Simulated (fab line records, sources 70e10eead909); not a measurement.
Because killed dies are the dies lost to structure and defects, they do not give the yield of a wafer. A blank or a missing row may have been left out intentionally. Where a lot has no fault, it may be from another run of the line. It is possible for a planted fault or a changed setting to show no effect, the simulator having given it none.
Which tool was responsible? :: flow nandHarc :: 14 lots, 42 wafers sampled, at 3 steps of a route of 1302

## WHAT THE GAUGES SHOWED, per wafer
NHARC_P_M0_OVL_MEAS_10: pitch 180 nm.
lot: L872
measured: day 6 18:03
on: overlay-01
overlayXNm (nm): -1.0 -0.7 -1.4
overlayYNm (nm): -0.3 -0.4 0.3

lot: L876
measured: day 7 23:31
on: overlay-01
overlayXNm (nm): 1.1 1.8 1.7
overlayYNm (nm): -0.1 -0.8 -0.3

lot: L877
measured: day 8 13:44
on: overlay-01
overlayXNm (nm): -1.1 -1.6 -1.7
overlayYNm (nm): -0.6 -0.7 -1.0

lot: L878
measured: day 8 15:14
on: overlay-01
overlayXNm (nm): 0.2 0.3 0.3
overlayYNm (nm): -1.4 -1.6 -1.5

lot: L879
measured: day 8 21:39
on: overlay-01
overlayXNm (nm): -0.6 -0.4 -0.4
overlayYNm (nm): 1.0 1.2 0.6

lot: L882
measured: day 10 10:37
on: overlay-02
overlayXNm (nm): -0.5 -0.1 -0.4
overlayYNm (nm): -0.5 -0.5 -0.7

lot: L883
measured: day 10 16:25
on: overlay-02
overlayXNm (nm): 1.2 1.4 1.1
overlayYNm (nm): 1.6 1.3 1.0

lot: L884
measured: day 11 00:21
on: overlay-01
overlayXNm (nm): 0.4 0.5 0.3
overlayYNm (nm): -1.0 -1.1 -1.2

lot: L885
measured: day 11 09:46
on: overlay-02
overlayXNm (nm): -0.5 -0.4 -1.1
overlayYNm (nm): 0.6 0.3 0.1

lot: L886
measured: day 12 02:37
on: overlay-02
overlayXNm (nm): -0.8 -1.0 -0.9
overlayYNm (nm): -0.3 0.4 0.2

lot: L887
measured: day 12 08:41
on: overlay-01
overlayXNm (nm): -0.4 -0.9 -1.0
overlayYNm (nm): -0.5 -0.2 0.4

lot: L890
measured: day 13 15:16
on: overlay-02
overlayXNm (nm): -0.6 -0.9 -0.3
overlayYNm (nm): 0.0 -0.9 -0.7

lot: L892
measured: day 14 05:38
on: overlay-02
overlayXNm (nm): 0.5 0.2 0.0
overlayYNm (nm): 1.5 1.1 0.9

lot: L894
measured: day 15 07:16
on: overlay-02
overlayXNm (nm): -0.2 -0.4 0.0
overlayYNm (nm): -0.5 -0.1 -0.5

NHARC_P_M0_CD_MEAS_16.
lot: L872
measured: day 6 18:32
on: cdSem-03
cdNm (nm): 89.5 90.7 89.6

lot: L876
measured: day 7 23:55
on: cdSem-02
cdNm (nm): 89.0 88.7 88.5

lot: L877
measured: day 8 14:11
on: cdSem-02
cdNm (nm): 89.9 89.7 90.4

lot: L878
measured: day 8 15:38
on: cdSem-01
cdNm (nm): 89.2 89.5 89.5

lot: L879
measured: day 8 22:04
on: cdSem-03
cdNm (nm): 90.6 90.1 91.6

lot: L882
measured: day 10 11:01
on: cdSem-01
cdNm (nm): 89.9 89.9 89.7

lot: L883
measured: day 10 16:48
on: cdSem-03
cdNm (nm): 89.4 89.7 89.7

lot: L884
measured: day 11 00:45
on: cdSem-03
cdNm (nm): 90.0 89.8 90.4

lot: L885
measured: day 11 10:22
on: cdSem-03
cdNm (nm): 89.0 89.5 90.1

lot: L886
measured: day 12 03:30
on: cdSem-03
cdNm (nm): 88.4 89.0 88.5

lot: L887
measured: day 12 09:05
on: cdSem-01
cdNm (nm): 89.6 89.8 89.4

lot: L890
measured: day 13 15:42
on: cdSem-02
cdNm (nm): 90.1 89.7 90.4

lot: L892
measured: day 14 06:10
on: cdSem-02
cdNm (nm): 89.6 89.4 89.3

lot: L894
measured: day 15 07:40
on: cdSem-02
cdNm (nm): 89.5 90.2 90.0

## EACH LOT AND THE TOOL THAT RAN IT (in order: tool; ch and the chambers of the sampled wafers; start)
lot: L872
NHARC_P_M0_ETCH_15: rieDiel-02 ch 0,1,3, day 6 18:32 or earlier

lot: L876
NHARC_P_M0_ETCH_15: rieDiel-02 ch 0,1,2, day 7 23:55 or earlier

lot: L877
NHARC_P_M0_ETCH_15: rieDiel-02 ch 0,1,3, day 8 14:11 or earlier

lot: L878
NHARC_P_M0_ETCH_15: rieDiel-06 ch 0,2,3, day 8 15:38 or earlier

lot: L879
NHARC_P_M0_ETCH_15: rieDiel-06 ch 2,3, day 8 22:04 or earlier

lot: L882
NHARC_P_M0_ETCH_15: rieDiel-02 ch 2,3, day 10 11:01 or earlier

lot: L883
NHARC_P_M0_ETCH_15: rieDiel-06 ch 0,1,2, day 10 16:48 or earlier

lot: L884
NHARC_P_M0_ETCH_15: rieDiel-02 ch 0,3, day 11 00:45 or earlier

lot: L885
NHARC_P_M0_ETCH_15: rieDiel-05 ch 0,2,3, day 11 10:22 or earlier

lot: L886
NHARC_P_M0_ETCH_15: rieDiel-06 ch 0,1,3, day 12 03:30 or earlier

lot: L887
NHARC_P_M0_ETCH_15: rieDiel-02 ch 0,1,2, day 12 09:05 or earlier

lot: L890
NHARC_P_M0_ETCH_15: rieDiel-02 ch 1,2, day 13 15:42 or earlier

lot: L892
NHARC_P_M0_ETCH_15: rieDiel-02 ch 0,1,3, day 14 06:10 or earlier

lot: L894
NHARC_P_M0_ETCH_15: rieDiel-05 ch 1,3, day 15 07:40 or earlier
- NHARC_P_M0_ETCH_15: etches the open film in C4F8/Ar, target depth 150 nm, overetch 15 nm, time 82.5 s.

## WHAT THE TOOLS THEMSELVES READ (means of the sampled wafers that have a number; where no wafer has one, the mark that the record gives instead)
NHARC_P_M0_ETCH_15.
lot: L872
tool: rieDiel-02
oesProductAu (a.u.): 0.972
rfVppV (V): 441.4

lot: L876
tool: rieDiel-02
oesProductAu (a.u.): 0.967
rfVppV (V): 440.4

lot: L877
tool: rieDiel-02
oesProductAu (a.u.): 0.958
rfVppV (V): 440.8

lot: L878
tool: rieDiel-06
oesProductAu (a.u.): 0.969
rfVppV (V): 440.0

lot: L879
tool: rieDiel-06
oesProductAu (a.u.): 0.951
rfVppV (V): 439.2

lot: L882
tool: rieDiel-02
oesProductAu (a.u.): 0.972
rfVppV (V): 437.8

lot: L883
tool: rieDiel-06
oesProductAu (a.u.): 0.968
rfVppV (V): 440.4

lot: L884
tool: rieDiel-02
oesProductAu (a.u.): 0.974
rfVppV (V): 439.4

lot: L885
tool: rieDiel-05
oesProductAu (a.u.): 0.953
rfVppV (V): 437.1

lot: L886
tool: rieDiel-06
oesProductAu (a.u.): 0.930
rfVppV (V): 438.4

lot: L887
tool: rieDiel-02
oesProductAu (a.u.): 0.980
rfVppV (V): 439.8

lot: L890
tool: rieDiel-02
oesProductAu (a.u.): 0.957
rfVppV (V): 441.2

lot: L892
tool: rieDiel-02
oesProductAu (a.u.): 0.955
rfVppV (V): 441.5

lot: L894
tool: rieDiel-05
oesProductAu (a.u.): 0.930
rfVppV (V): 440.2

## THE ANSWER, worked out from the rows above alone
Rule: usual is defined by the lots themselves. The widest of any qualifying gaps counts: lots, ordered by their means at a reading, are off when they make up no more than a third of the lots, leave a main group of 4 or more, and stand apart from it by 3 or more times the standard deviation of that group's means. A main group whose means are all the same, to the digits that the tables above print for the reading, isn't used. A lot without any number at a reading at which 4 lots or more have one is off too. All remaining lots with rows at the step are treated as sound. Order of review: gauges by route order, followed by the tools' own readings, for which a lot's mean as printed above is used. The first step at which some lot is off is used, and at that step the reading that is off furthest; a lot without a number counts as furthest.
No lot is off on any of the readings shown, so nothing can be concluded from this.

## WHAT THE SIMULATOR PUT IN
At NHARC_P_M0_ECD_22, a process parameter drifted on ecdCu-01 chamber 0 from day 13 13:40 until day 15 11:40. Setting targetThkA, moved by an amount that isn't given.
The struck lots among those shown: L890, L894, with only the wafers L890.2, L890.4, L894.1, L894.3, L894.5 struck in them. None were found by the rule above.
